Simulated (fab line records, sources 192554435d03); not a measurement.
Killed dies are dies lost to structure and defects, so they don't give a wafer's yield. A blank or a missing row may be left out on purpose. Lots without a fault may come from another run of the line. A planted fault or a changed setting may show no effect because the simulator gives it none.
fab line records | flow n5_finfet
record lots=6 wafers=17 last_day=18
route steps=1938 shown FIN_SAQP@131 BEOL_M4@1111 PASSIVATION@1936
lots that met no fault: from a run of the same line without faults
start_h: hours from the record's first day to the start of the lot's first wafer shown | wait_h: hours since the lot's step before | " the same as in the row above | L1.1+2: a row that stands for several wafers | - no value, or no start given | * or withheld: withheld | < > ~ a bound
route shown NAME@n: a module of which the file shows steps, and the number in the route of the first | usual: mean/standard deviation of fault-free wafers | same: alike in all rows | chamber/n: place in a boat | sites: the reading at each site | _std_site: their standard deviation | _edge_site: outer sites' mean less inner sites' | radius_mm: how far each site lies from the wafer's centre | mask NAME#n: copy n | behind: the tool/chamber that last shaped the wafer | hold: why the lot was held/for how many hours/how that ended | device: the transistor (n, p or np) that didn't switch | end of line: the same wafers' tests at the end of the route | a step without rows: its recipe alone | killed: dies lost to structure and defects at the first sort, not the wafer's yield | map: a wafer's dies, x killed, . not, _ none there
set.NAME: the setting as run; set.NAME@STEP: as run at that earlier step | model.NAME: the simulator's own value behind a step, which no gauge read
lots at some steps of the route; a table a step, a row a wafer
services: from which hour (start_h, from the record's first day; less than 0 if before it) a tool's chamber was out of use, for how many hours, and why
## steps
# step N5_FIN_SAQP_MANDREL_ETCH_58
# recipe chemistry=HBr/Cl2 target=a-Si target_depth_a=450 bt_time_s=10 stop_on=SiNx mask_material=SiO2 over_etch_frac=0.8 time_s=27 pressure_mtorr=10 icp_w=800 bias_w=75 HBr_flow_sccm=150 Cl2_flow_sccm=80 ends=end_point
# usual drypump_motor_current_A=6.0/0.42 oes_product_au=0.698/0.012 throttle_valve_pct=35.67/0.28
# columns lot.wafer tool chamber start_h wait_h drypump_motor_current_A oes_product_au rf_hours_counter_h throttle_valve_pct
L159.1 rie_si-03 0 31.17 0.0 6.5 0.694 115 35.26
L159.2 " 3 " " 5.7 0.687 143 36.20
L159.5 " 0 " " 6.5 0.695 - 35.25
L163.1 rie_si-01 3 54.84 0.0 6.7 0.711 5 35.45
L163.2 " 0 " " 6.0 0.695 93 35.87
L163.5 " 0 " " 6.0 0.691 - 35.85
L167.3 rie_si-01 2 80.92 0.0 5.4 0.693 182 35.40
L167.4 " 3 " " 6.7 0.700 5 35.44
L167.6 " 1 " " 6.0 0.699 - 35.89
L174.1 rie_si-04 3 120.69 0.0 6.3 0.678 88 35.78
L174.6 " 0 " " 5.7 0.685 - 35.57
L179.1 rie_si-01 3 150.25 0.0 6.7 0.700 7 35.46
L179.3 " 2 " " 5.4 0.698 183 35.39
L179.6 " 0 " " 6.0 0.693 - 35.87
L181.1 rie_si-01 1 162.25 0.0 6.0 0.701 120 35.91
L181.2 " 0 " " 6.0 0.687 95 35.86
L181.3 " 2 " " 5.4 0.700 183 35.42
# step N5_FIN_SAQP_RECESS_63
# recipe chemistry=HF/NH3 target=SiO2 target_depth_a=180 afs_cycles=3 temp_c=30 sublimation_temp_c=180 sublimation_time_s=60
# step N5_FIN_SAQP_COAT_68
# recipe resist=SOC temp_c=250 time_s=60 spin_rpm=1500 resist_thk_nm=100
# step N5_FIN_SAQP_ETCH_69
# recipe chemistry=N2/H2 target=SOC target_depth_a=1500 stop_on=SiNx ion_energy_ev=100 bias_w=61 pressure_mtorr=30 source_w=850 n2_flow_sccm=200 h2_flow_sccm=200
# step N5_FIN_SAQP_ETCH_67
# recipe chemistry=CH3F/O2 target=SiNx target_depth_a=300 mask_material=SOC pressure_mtorr=30 source_w=395 bias_w=73 Ar_flow_sccm=150 CH3F_flow_sccm=30 O2_flow_sccm=20 ion_energy_ev=120
# step N5_FIN_SAQP_STRIP_70
# recipe chemistry=N2/H2 power_w=500 temp_c=40 pressure_mtorr=50 rf_frequency_hz=6e+07 overash_fraction=0.3 bias_power_w=28 h2_frac=0.5 n2_flow_sccm=300 h2_flow_sccm=300
# step N5_FIN_SAQP_RECESS_71
# recipe chemistry=HF/NH3 target=SiO2 target_depth_a=30 afs_cycles=1 temp_c=30 sublimation_temp_c=180 sublimation_time_s=60
# usual drypump_motor_current_A=5.6/0.47
# columns lot.wafer tool chamber start_h wait_h drypump_motor_current_A
L159.1 vapor_etch-01 1 31.86 0.0 5.6
L159.2 " 0 " " 6.3
L159.5 " 1 " " 5.6
L163.1 vapor_etch-02 0 55.53 0.0 5.8
L163.2 " 1 " " 5.0
L163.5 " 0 " " 5.7
L167.3 vapor_etch-02 0 81.65 0.1 5.7
L167.4 " 1 " " 5.0
L167.6 " 0 " " 5.8
L174.1 vapor_etch-02 1 121.38 0.0 5.0
L174.6 " 0 " " 5.7
L179.1 vapor_etch-02 1 151.08 0.0 5.0
L179.3 " 0 " " 5.7
L179.6 " 0 " " 5.7
L181.1 vapor_etch-02 0 163.06 0.0 5.7
L181.2 " 1 " " 5.0
L181.3 " 1 " " 5.0
# step N5_FIN_SAQP_SPACER2_ALD_28
# recipe material=SiO2 target_thk_a=81 temp_c=300 ald_precursor_family=BDEAS ald_co_reactant=O2-plasma pulse_time_s=1 purge_time_s=2 co_reactant_purge_time_s=2 pressure_torr=2
# step N5_FIN_SAQP_SPACER2_ETCHBACK_29
# recipe chemistry=CHF3/O2 mode=anisotropic_etchback target=SiO2 target_depth_a=122 time_s=6.1 pressure_mtorr=30 source_w=650 bias_w=170 Ar_flow_sccm=200 CHF3_flow_sccm=50 O2_flow_sccm=5 ion_energy_ev=200
# usual O2_flow_sccm=4.998/0.016 drypump_motor_current_A=5.5/0.38 mfc_ar_sccm=200.0/0.62 oes_product_au=0.78/0.086 rf_vpp_V=525/7.1 showerhead_plenum_p_Torr=2.40/0.088 throttle_valve_pct=18.83/0.22
# columns lot.wafer tool chamber start_h wait_h O2_flow_sccm drypump_motor_current_A mfc_ar_sccm oes_product_au rf_hours_counter_h rf_vpp_V showerhead_plenum_p_Torr throttle_valve_pct
L159.1 rie_diel-05 0 32.33 0.2 5.022 5.0 201.6 0.89 24 522 2.44 18.34
L159.2 " 2 " " 4.976 5.9 199.2 0.77 142 526 2.51 18.70
L159.5 " 3 " " 4.999 5.7 199.8 0.71 - 520 2.29 19.10
L163.1 rie_diel-05 0 56.07 0.3 4.984 4.9 198.8 0.87 33 521 2.44 18.36
L163.2 " 3 " " 4.997 5.7 199.0 0.70 227 520 2.29 19.14
L163.5 " 0 " " 4.986 5.0 199.3 0.88 - 523 2.44 18.37
L167.3 rie_diel-02 2 82.20 0.2 4.994 5.9 201.2 0.73 167 513 2.50 18.99
L167.4 " 3 " " 4.997 5.4 199.7 0.97 6 521 2.45 18.69
L167.6 " 2 " " 5.002 5.9 200.6 0.74 - 511 2.50 19.00
L174.1 rie_diel-04 1 122.31 0.2 4.982 5.3 199.8 0.71 198 518 2.50 19.13
L174.6 " 3 " " 5.008 5.6 199.8 0.71 - 537 2.29 18.84
L179.1 rie_diel-05 0 151.55 0.2 4.994 5.0 199.6 0.82 72 521 2.42 18.43
L179.3 " 3 " " 4.987 5.7 200.7 0.93 7 530 2.56 18.73
L179.6 " 3 " " 4.969 5.7 200.1 0.93 - 529 2.56 18.74
L181.1 rie_diel-04 0 163.53 0.2 5.001 5.8 200.5 0.70 190 518 2.30 19.03
L181.2 " 2 " " 4.988 4.8 199.7 0.89 35 532 2.36 18.76
L181.3 " 1 " " 4.987 5.3 199.9 0.71 213 518 2.49 19.15
# step N5_FIN_SAQP_MANDREL2_REMOVE_60
# recipe chemistry=HBr/Cl2/O2 bt_time_s=10 target=a-Si stop_on=SiNx endpoint=OES-SiCl over_etch_frac=1 icp_w=600 bias_w=22 HBr_flow_sccm=150 Cl2_flow_sccm=80 O2_flow_sccm=5 pressure_mtorr=10
# step N5_FIN_SAQP_CD_MEAS_31
# recipe target_cd_nm=8 landing_energy_ev=1000 detector=se_inlens polarity=line
# usual cd_nm=8.10/0.22
# columns lot.wafer tool chamber start_h wait_h cd_nm
L159.1 cd_sem-01 0 32.53 0.1 7.92
L159.2 " 0 " " 8.07
L159.5 " 0 " " 7.90
L163.1 cd_sem-03 0 56.27 0.1 7.88
L163.2 " 0 " " 8.05
L163.5 " 0 " " 8.18
L167.3 cd_sem-03 0 82.40 0.1 7.91
L167.4 " 0 " " 8.29
L167.6 " 0 " " 7.91
L174.1 cd_sem-03 0 122.51 0.1 8.14
L174.6 " 0 " " 7.97
L179.1 cd_sem-02 0 151.74 0.1 7.77
L179.3 " 0 " " 8.02
L179.6 " 0 " " 8.05
L181.1 cd_sem-03 0 163.72 0.1 8.45
L181.2 " 0 " " 8.38
L181.3 " 0 " " 8.37
# step N5_FIN_SAQP_HM_OPEN_33
# recipe chemistry=CH3F/O2 target=SiNx mask_material=SiO2 target_depth_a=494 time_s=70.6 pressure_mtorr=30 source_w=395 bias_w=73 Ar_flow_sccm=150 CH3F_flow_sccm=30 O2_flow_sccm=20 ion_energy_ev=120 ends=cleared
# usual O2_flow_sccm=20.01/0.055 drypump_motor_current_A=5.5/0.36 etch_rf_on_time_s=69.6/1.1 mfc_ar_sccm=150.0/0.48 oes_product_au=0.66/0.068 rf_vpp_V=298/3.9 showerhead_plenum_p_Torr=1.99/0.078 throttle_valve_pct=16.33/0.21
# columns lot.wafer tool chamber start_h wait_h O2_flow_sccm drypump_motor_current_A etch_rf_on_time_s mfc_ar_sccm oes_product_au rf_hours_counter_h rf_vpp_V showerhead_plenum_p_Torr throttle_valve_pct
L159.1 rie_diel-04 3 32.58 0.0 19.99 5.6 69.2 150.2 0.64 137 305 1.91 16.20
L159.2 " 0 " " 20.06 5.9 69.5 150.2 0.64 138 294 1.92 16.41
L159.5 " 0 " " 20.08 5.9 69.9 150.2 0.63 - 293 1.92 16.42
L163.1 rie_diel-05 3 56.54 0.3 20.01 5.7 70.1 149.2 0.60 227 295 1.89 16.56
L163.2 " 0 " " 20.05 5.0 68.7 150.3 0.74 34 297 2.02 15.81
L163.5 " 3 " " 19.99 5.7 71.3 149.4 0.60 - 296 1.89 16.56
L167.3 rie_diel-04 3 82.44 0.0 20.06 5.6 70.2 150.1 0.62 160 305 1.90 16.28
L167.4 " 2 " " 19.96 4.8 69.1 149.7 0.81 9 302 1.96 16.13
L167.6 " 3 " " 20.04 5.6 71.3 150.4 0.62 - 305 1.90 16.27
L174.1 rie_diel-04 3 122.56 0.0 19.92 5.6 70.4 150.4 0.61 174 304 1.90 16.30
L174.6 " 1 " " 19.98 5.3 72.0 150.2 0.61 - 293 2.08 16.59
L179.1 rie_diel-05 1 151.81 0.1 19.96 5.6 67.8 149.9 0.64 181 301 1.92 16.50
L179.3 " 3 " " 20.02 5.7 69.0 149.6 0.79 7 301 2.13 16.14
L179.6 " 1 " " 19.99 5.5 69.6 150.7 0.64 - 301 1.92 16.51
L181.1 rie_diel-05 3 163.77 0.0 19.94 5.7 69.5 150.0 0.78 11 301 2.13 16.13
L181.2 " 2 " " 19.97 5.9 68.5 150.6 0.62 191 299 2.07 16.26
L181.3 " 1 " " 20.05 5.5 68.4 149.9 0.64 186 300 1.92 16.52
# step N5_FIN_SAQP_ETCH_34
# recipe chemistry=C4F6/O2 target=SiO2 target_depth_a=450 time_s=15 ion_energy_ev=250 pressure_mtorr=30 source_w=345 bias_w=185 Ar_flow_sccm=300 C4F6_flow_sccm=10 O2_flow_sccm=10 ends=cleared
# usual O2_flow_sccm=10.01/0.03 drypump_motor_current_A=5.5/0.36 etch_rf_on_time_s=15.07/0.15 mfc_ar_sccm=300.0/0.92 oes_product_au=0.66/0.068 rf_vpp_V=666/9.2 showerhead_plenum_p_Torr=2.83/0.11 throttle_valve_pct=21.05/0.21
# columns lot.wafer tool chamber start_h wait_h O2_flow_sccm drypump_motor_current_A etch_rf_on_time_s mfc_ar_sccm oes_product_au rf_hours_counter_h rf_vpp_V showerhead_plenum_p_Torr throttle_valve_pct
L159.1 rie_diel-04 3 32.65 0.0 10.02 5.6 15.13 300.2 0.64 137 684 2.73 20.93
L159.2 " 0 " " 10.00 5.9 15.06 300.5 0.64 138 660 2.74 21.15
L159.5 " 0 " " 9.98 5.9 15.15 300.9 0.63 - 659 2.74 21.15
L163.1 rie_diel-05 3 56.61 0.0 10.02 5.8 15.20 297.9 0.60 227 662 2.70 21.25
L163.2 " 0 " " 10.02 5.0 14.88 301.5 0.74 34 664 2.87 20.49
L163.5 " 3 " " 9.99 5.7 15.21 298.4 0.60 - 661 2.70 21.24
L167.3 rie_diel-04 3 82.51 0.0 9.99 5.6 15.21 299.3 0.61 160 683 2.72 20.96
L167.4 " 2 " " 10.05 4.8 11.11 299.8 0.98 9 674 2.80 21.01
L167.6 " 3 " " 9.97 5.6 11.31 299.1 0.74 - 682 2.72 21.08
L174.1 rie_diel-04 3 122.63 0.0 9.97 5.6 15.19 300.5 0.61 174 682 2.71 20.98
L174.6 " 1 " " 10.01 5.3 11.18 298.2 0.72 - 660 2.95 21.42
L179.1 rie_diel-05 1 151.88 0.0 10.01 5.5 15.26 299.9 0.63 181 674 2.74 21.24
L179.3 " 3 " " 9.97 5.7 15.19 300.4 0.80 7 672 3.02 20.91
L179.6 " 1 " " 10.01 5.5 15.19 300.7 0.63 - 675 2.74 21.24
L181.1 rie_diel-05 3 163.84 0.0 9.99 5.8 15.14 301.0 0.79 12 671 3.02 20.90
L181.2 " 2 " " 10.02 5.9 14.91 299.7 0.61 191 671 2.94 20.97
L181.3 " 1 " " 10.02 5.5 15.09 299.3 0.64 186 674 2.74 21.26
# step N5_FIN_SAQP_STRIP_77
# recipe chemistry=N2/H2 time_s=90 power_w=100 temp_c=40 pressure_mtorr=100 rf_frequency_hz=6e+07 bias_power_w=3 n2_flow_sccm=300 h2_flow_sccm=300
# usual drypump_motor_current_A=5.5/0.36 oes_product_au=0.77/0.08 rf_vpp_V=45.3/0.77 showerhead_plenum_p_Torr=3.36/0.12 throttle_valve_pct=12.22/0.24
# columns lot.wafer tool chamber start_h wait_h drypump_motor_current_A oes_product_au rf_hours_counter_h rf_vpp_V showerhead_plenum_p_Torr throttle_valve_pct
L159.1 rie_diel-04 3 32.67 0.0 5.7 0.75 137 45.4 3.25 12.17
L159.2 " 0 " " 5.9 0.74 138 44.7 3.25 12.25
L159.5 " 0 " " 5.9 0.74 - 44.0 3.25 12.24
L163.1 rie_diel-05 3 56.63 0.0 5.7 0.71 227 46.3 3.21 12.47
L163.2 " 0 " " 5.0 0.86 34 45.6 3.44 11.71
L163.5 " 3 " " 5.7 0.71 - 43.9 3.21 12.46
L167.3 rie_diel-04 3 82.53 0.0 5.6 0.73 160 43.1 3.24 12.22
L167.4 " 2 " " 4.8 0.95 9 45.3 3.30 11.84
L167.6 " 3 " " 5.6 0.72 - 45.9 3.24 12.23
L174.1 rie_diel-04 3 122.65 0.0 5.6 0.71 174 45.0 3.23 12.26
L174.6 " 1 " " 5.3 0.72 - 44.6 3.47 12.42
L179.1 rie_diel-05 1 151.90 0.0 5.5 0.75 181 43.6 3.23 12.37
L179.3 " 3 " " 5.7 0.94 7 46.3 3.60 11.90
L179.6 " 1 " " 5.6 0.75 - 43.6 3.23 12.38
L181.1 rie_diel-05 3 163.86 0.0 5.7 0.92 12 44.8 3.59 11.92
L181.2 " 2 " " 5.9 0.71 191 44.8 3.50 12.31
L181.3 " 1 " " 5.5 0.73 186 44.5 3.23 12.38
# step N5_BEOL_M4_RC_MEAS_101
# usual DIBL_N=36.9/1.7 DIBL_P=36.7/2.1 IOFF_N=0.17/0.032 IOFF_P=0.22/0.036 ION_N=674/12 ION_P=461/7 SS_N=71.7/0.6 SS_P=73.4/0.67 VT_N=249/3.1 VT_P=-250/3.2
# columns lot.wafer tool chamber start_h wait_h DIBL_N[mV/V] DIBL_P[mV/V] IOFF_N[nA/um] IOFF_P[nA/um] ION_N[uA/um] ION_P[uA/um] SS_N[mV/dec] SS_P[mV/dec] VT_N[mV] VT_P[mV]
L159.1 prober-02 0 192.00 0.0 38.1 38.8 0.19 0.24 673 457 72.0 73.6 246 -249
L159.2 " 0 " " 36.9 36.1 0.16 0.19 673 454 71.5 73.8 251 -251
L159.5 " 0 " " 39.1 38.6 0.21 0.24 684 464 71.9 73.2 246 -247
L163.1 prober-02 0 197.33 0.1 38.2 39.5 0.20 0.25 685 468 72.1 73.7 247 -248
L163.2 " 0 " " 37.2 39.1 0.19 0.25 676 469 71.7 74.4 248 -249
L163.5 " 0 " " 37.9 39.8 0.20 0.25 681 462 72.0 73.5 246 -248
L167.3 prober-01 0 222.23 0.3 33.3 32.5 0.12 0.17 662 456 70.2 72.7 253 -251
L167.4 " 0 " " 36.7 36.6 0.17 0.23 673 459 72.0 72.9 247 -248
L167.6 " 0 " " 35.2 35.4 0.15 0.21 668 469 72.7 72.5 250 -251
L174.1 prober-01 0 252.85 0.0 38.0 37.6 0.18 0.20 676 459 72.0 73.0 250 -251
L174.6 " 0 " " 38.3 38.6 0.18 0.21 685 460 72.3 73.8 248 -252
L179.1 prober-02 0 293.04 0.0 33.9 32.4 0.11 0.16 653 450 71.3 72.7 255 -253
L179.3 " 0 " " 34.6 33.8 0.13 0.19 654 453 72.4 73.2 253 -251
L179.6 " 0 " " 34.1 33.3 0.13 0.17 659 451 70.8 72.8 255 -250
L181.1 prober-01 0 311.87 0.0 38.3 38.6 0.16 0.23 664 460 71.9 73.7 253 -250
L181.2 " 0 " " 39.1 38.7 0.19 0.25 687 477 72.6 73.6 248 -248
L181.3 " 0 " " 38.0 37.7 0.15 0.22 659 457 71.8 73.3 252 -251
# step N5_PASSIVATION_PROBE_49
# usual defect_limited_yield=91.7/1.5 killed_at_M0_to_M3=32/9.6 killed_at_M4_up=13/5.3 killed_at_contacts=12/6.8 killed_at_front_end=36/9.8 killed_at_other=4/3.1 killed_dies=98/17 killed_on_rim=13/4 killed_open=65/13 killed_short=32/8.5 sort_bin_5_function=4.9/0.93 sort_bin_6_memory=3.2/0.67 sort_n_pass=1082/17 sort_yield_pct=91.7/1.4
# same gross_dies=1180 killed_at_back_side=0 sort_bin_4_leakage[%]=0 sort_bin_8_speed[%]=0
# columns lot.wafer tool chamber start_h wait_h defect_limited_yield[%] killed_at_M0_to_M3 killed_at_M4_up killed_at_contacts killed_at_front_end killed_at_other killed_dies killed_on_rim killed_open killed_short sort_bin_5_function[%] sort_bin_6_memory[%] sort_n_pass sort_yield_pct[%]
L159.1 prober-02 - 288.27 0.0 91.9 50 5 5 31 4 95 11 54 41 4.7 3.0 1085 91.9
L159.2 prober-02 - 288.32 0.1 92.0 40 7 6 37 4 94 13 63 30 4.5 3.2 1086 92.0
L159.5 prober-02 - 288.47 0.2 93.6 41 11 4 17 3 76 6 48 28 4.2 1.9 1104 93.6
L163.1 prober-01 - 294.63 0.0 93.8 17 16 13 25 2 73 10 55 16 3.3 2.5 1107 93.8
L163.2 prober-01 - 294.68 0.1 93.1 33 13 15 16 5 82 10 60 22 4.6 2.0 1098 93.1
L163.5 prober-01 - 294.83 0.2 94.4 26 16 2 15 7 66 8 41 22 3.2 2.1 1114 94.4
L167.3 prober-01 - 318.42 0.1 90.2 51 5 13 47 0 116 14 87 29 5.6 3.9 1064 90.2
L167.4 prober-01 - 318.47 0.2 91.9 34 7 20 35 0 96 17 59 36 4.5 3.5 1084 91.9
L167.6 prober-01 - 318.57 0.3 90.8 45 12 21 27 3 108 15 68 40 5.3 3.5 1072 90.8
L174.1 prober-01 - 362.08 0.0 91.7 26 8 28 33 3 98 11 76 21 5.1 3.1 1082 91.7
L174.6 prober-01 - 362.33 0.3 92.5 29 13 10 37 0 89 11 58 31 5.2 2.0 1091 92.5
L179.1 prober-01 - 398.41 0.0 91.0 29 14 10 50 3 106 16 77 27 5.6 3.0 1074 91.0
L179.3 prober-01 - 398.51 0.1 93.7 23 16 8 25 2 74 10 52 22 3.6 2.4 1106 93.7
L179.6 prober-01 - 398.66 0.3 93.8 17 13 5 24 14 73 7 41 31 3.6 2.4 1107 93.8
L181.1 prober-02 - 422.46 0.0 94.8 16 10 3 31 1 61 9 35 24 2.5 2.2 1119 94.8
L181.2 prober-02 - 422.51 0.1 94.3 25 9 11 20 2 67 11 43 24 3.2 2.2 1113 94.3
L181.3 prober-02 - 422.56 0.1 93.0 32 12 14 19 6 83 11 64 18 4.1 2.6 1097 93.0
# killed by level:class
L159.1 BEOL_M3:geometric_particle:open=14 BEOL_M0_SAQP:geometric_particle:short=10 BEOL_M3:geometric_particle:short=7 BEOL_M0_SAQP:geometric_particle:open=6 FIN_SAQP:geometric_particle:short=5 FIN_SAQP:geometric_particle:open=5 GATE_CUT:geometric_particle:short=5 BEOL_M2:geometric_particle:open=5
L159.2 BEOL_M0_SAQP:geometric_particle:open=12 FIN_SAQP:geometric_particle:open=9 BEOL_M0_SAQP:geometric_particle:short=7 MOL_CONTACT_COAG:geometric_particle:open=6 FIN_SAQP:geometric_particle:short=5 DUMMY_GATE:geometric_particle:open=5 GATE_CUT:geometric_particle:short=5 BEOL_M1:geometric_particle:open=5
L159.5 BEOL_M0_SAQP:geometric_particle:open=8 BEOL_M3:geometric_particle:open=8 BEOL_M0_SAQP:geometric_particle:short=6 BEOL_M3:geometric_particle:short=6 BEOL_M4:geometric_particle:open=5 MOL_CONTACT_COAG:geometric_particle:open=4 BEOL_M0:geometric_particle:short=4 FIN_SAQP:geometric_particle:open=3
L163.1 MOL_CONTACT_COAG:geometric_particle:open=10 STI_FIN_REVEAL:geometric_particle:open=9 BEOL_M4:geometric_particle:open=8 BEOL_M2:geometric_particle:open=5 STARTING-WAFER:geometric_particle:open=4 FIN_SAQP:geometric_particle:open=3 FIN_SAQP:geometric_particle:short=3 MOL_CONTACT_COAG:geometric_particle:short=3
L163.2 MOL_CONTACT_COAG:geometric_particle:open=13 BEOL_M2:geometric_particle:open=10 STI_FIN_REVEAL:geometric_particle:open=7 BEOL_M0_SAQP:geometric_particle:short=6 BEOL_M1:geometric_particle:open=6 BEOL_M0_SAQP:geometric_particle:open=5 BEOL_M6:geometric_particle:open=4 BEOL_M4:geometric_particle:open=3
L163.5 BEOL_M2:geometric_particle:open=8 BEOL_M1:geometric_particle:open=6 STI_FIN_REVEAL:geometric_particle:open=4 BEOL_M0_SAQP:geometric_particle:short=3 BEOL_M3:geometric_particle:open=3 BEOL_M4:geometric_particle:open=3 BEOL_M5:geometric_particle:open=3 STARTING-WAFER:geometric_particle:short=3
L167.3 STI_FIN_REVEAL:geometric_particle:open=16 BEOL_M0_SAQP:geometric_particle:open=12 FIN_SAQP:geometric_particle:open=11 BEOL_M1:geometric_particle:open=11 MOL_CONTACT_COAG:geometric_particle:open=10 BEOL_M0_SAQP:geometric_particle:short=10 FIN_SAQP:geometric_particle:short=7 BEOL_M3:geometric_particle:open=7
L167.4 MOL_CONTACT_COAG:geometric_particle:open=12 BEOL_M3:geometric_particle:open=10 FIN_SAQP:geometric_particle:short=9 MOL_CONTACT_COAG:geometric_particle:short=8 FIN_SAQP:geometric_particle:open=7 BEOL_M1:geometric_particle:open=6 STI_FIN_REVEAL:geometric_particle:open=4 BEOL_M0_SAQP:geometric_particle:open=4
L167.6 MOL_CONTACT_COAG:geometric_particle:open=15 BEOL_M2:geometric_particle:open=11 FIN_SAQP:geometric_particle:short=10 BEOL_M0_SAQP:geometric_particle:short=9 BEOL_M0_SAQP:geometric_particle:open=8 BEOL_M4:geometric_particle:open=7 BEOL_M3:geometric_particle:open=6 STI_FIN_REVEAL:geometric_particle:open=6
L174.1 MOL_CONTACT_COAG:geometric_particle:open=24 FIN_SAQP:geometric_particle:open=10 BEOL_M3:geometric_particle:open=7 GATE_CUT:geometric_particle:open=5 BEOL_M0_SAQP:geometric_particle:short=5 BEOL_M2:geometric_particle:open=5 STI_FIN_REVEAL:geometric_particle:open=4 MOL_CONTACT_COAG:geometric_particle:short=4
L174.6 DUMMY_GATE:geometric_particle:open=8 MOL_CONTACT_COAG:geometric_particle:open=8 BEOL_M0_SAQP:geometric_particle:short=7 STI_FIN_REVEAL:geometric_particle:open=7 BEOL_M0_SAQP:geometric_particle:open=6 BEOL_M3:geometric_particle:open=6 GATE_CUT:geometric_particle:short=5 STARTING-WAFER:geometric_particle:short=4
L179.1 STI_FIN_REVEAL:geometric_particle:open=10 MOL_CONTACT_COAG:geometric_particle:open=10 BEOL_M3:geometric_particle:open=9 FIN_SAQP:geometric_particle:open=8 FIN_SAQP:geometric_particle:short=7 DUMMY_GATE:geometric_particle:open=7 BEOL_M0_SAQP:geometric_particle:open=7 BEOL_M0_SAQP:geometric_particle:short=6
L179.3 BEOL_M4:geometric_particle:open=8 MOL_CONTACT_COAG:geometric_particle:open=6 BEOL_M1:geometric_particle:open=6 BEOL_M3:geometric_particle:open=6 BEOL_M0_SAQP:geometric_particle:open=5 FIN_SAQP:geometric_particle:open=4 FIN_SAQP:geometric_particle:short=3 GATE_CUT:geometric_particle:short=3
L179.6 PASS1_CAP:geometric_particle:short=8 BEOL_M3:geometric_particle:open=6 FIN_SAQP:geometric_particle:open=4 BEOL_M0_SAQP:geometric_particle:open=4 MOL_CONTACT_COAG:geometric_particle:open=4 PAD_METAL:geometric_particle:short=4 STARTING-WAFER:geometric_particle:open=4 FIN_SAQP:geometric_particle:short=3
L181.1 ILD0:geometric_particle:short=8 BEOL_M0_SAQP:geometric_particle:short=6 BEOL_M4:geometric_particle:open=6 FIN_SAQP:geometric_particle:open=5 STARTING-WAFER:geometric_particle:open=5 ILD0:geometric_particle:open=4 MOL_CONTACT_COAG:geometric_particle:open=3 BEOL_M1:geometric_particle:open=3
L181.2 MOL_CONTACT_COAG:geometric_particle:open=8 BEOL_M2:geometric_particle:open=7 GATE_CUT:geometric_particle:short=4 BEOL_M1:geometric_particle:open=4 MOL_CONTACT_COAG:geometric_particle:short=3 BEOL_M0_SAQP:geometric_particle:short=3 BEOL_M0:geometric_particle:open=3 BEOL_M1:geometric_particle:short=3
L181.3 MOL_CONTACT_COAG:geometric_particle:open=14 BEOL_M2:geometric_particle:open=11 BEOL_M1:geometric_particle:open=6 BEOL_M3:geometric_particle:open=6 BEOL_M4:geometric_particle:open=6 BEOL_M0_SAQP:geometric_particle:short=5 FIN_SAQP:geometric_particle:short=4 GATE_CUT:geometric_particle:open=4
## services
# columns tool chamber start_h hours kind
vapor_etch-01 - 8.34 0.2 repair
rie_si-04 2 13.97 7.2 repair
vapor_etch-02 1 14.54 6.1 repair
rie_diel-05 - 23.58 0.9 repair
rie_diel-02 3 26.26 - clean
rie_diel-02 3 26.26 - consumable_replace:focus_ring
rie_diel-04 2 49.28 - clean
rie_diel-04 2 49.28 - consumable_replace:focus_ring
rie_diel-04 2 49.28 15.3 scheduled_down
rie_diel-04 2 49.28 15.3 vent_cycle
rie_diel-02 - 63.38 14.6 pm
rie_si-01 - 74.99 0.5 repair
rie_si-01 - 90.86 0.3 repair
rie_diel-04 - 99.96 4.3 pm
rie_diel-02 - 110.97 2.8 pm
rie_diel-05 0 113.45 3.9 repair
rie_diel-05 - 116.55 0.5 repair
rie_diel-05 3 117.37 - clean
rie_diel-05 3 117.37 - consumable_replace:focus_ring
rie_diel-05 3 117.37 - consumable_replace:showerhead
rie_diel-05 3 117.37 14.9 scheduled_down
rie_diel-05 3 117.37 14.9 vent_cycle
vapor_etch-02 - 127.05 2.8 pm
rie_diel-04 3 144.48 1.3 repair
## key
first_sign step=N5_FIN_SAQP_ETCH_34 reading=etch_rf_on_time_s direction=down sigmas=25 usual=* struck=*
effect step=N5_FIN_SAQP_ETCH_34 reading=oes_product_au direction=up sigmas=2.3 usual=0.66 struck=0.81 wafers_moved=1
met_at N5_FIN_SAQP_ETCH_34
struck_wafers L167.4,L167.6,L174.6
onset_between 32.65 82.51
fault kind=process_parameter_drift tool=rie_diel-04 chamber=- onset_h=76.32 steps=N5_FIN_SAQP_ETCH_34 channel=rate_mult offset=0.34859 shape=step end_h=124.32 scope=struck_wafers_only
